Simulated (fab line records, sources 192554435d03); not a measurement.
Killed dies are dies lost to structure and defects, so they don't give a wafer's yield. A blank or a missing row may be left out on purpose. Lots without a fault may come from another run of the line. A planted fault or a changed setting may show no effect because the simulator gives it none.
Chamber matching | flow n5_finfet | N5_FIN_CUT_CUT_ETCH_15 on rie_si-04: 4 sister chambers
The step etches Si in HBr/Cl2/O2, target depth 100 nm, bt time 10 s, time 42.4 s. 4 wafers are shown with their chamber, then 10 later ones without.

WAFERS WITH THEIR CHAMBER
wafer  | chamber | throttle_valve_pct (%)
L418.3 | 2       | 37.46
L418.4 | 3       | 37.29
L421.2 | 1       | 37.58
L421.4 | 0       | 36.80

WAFERS WITHOUT THEIR CHAMBER
wafer  | throttle_valve_pct (%)
L421.5 | 37.57
L424.1 | 37.58
L424.5 | 36.81
L424.6 | 37.58
L425.2 | 37.30
L425.4 | 37.59
L425.6 | 37.59
L427.1 | 37.59
L427.2 | 37.46
L427.3 | 37.28

WHICH CHAMBER EACH WENT THROUGH
wafer  | from the rows above | in truth
L421.5 | 1                   | 1
L424.1 | 1                   | 1
L424.5 | 0                   | 0
L424.6 | 1                   | 1
L425.2 | 3                   | 3
L425.4 | 1                   | 1
L425.6 | 1                   | 1
L427.1 | 1                   | 1
L427.2 | 2                   | 2
L427.3 | 3                   | 3
Placed correctly: 10 of 10. Can't be placed from these rows: 0. Placed wrongly: 0.
How it was worked out, from the rows above alone: a wafer's distance from a chamber is the root of the sum, over the readings, of the square of ((its reading less the chamber's mean) divided by the reading's scatter). The wafer belongs to the nearest chamber; if the next one is less than 2 further off, it can't be placed. A chamber's mean is the mean of its shown wafers. The scatter: with one shown wafer a chamber, the root of the mean of the squares of how far each hidden wafer lies from its nearest shown one.
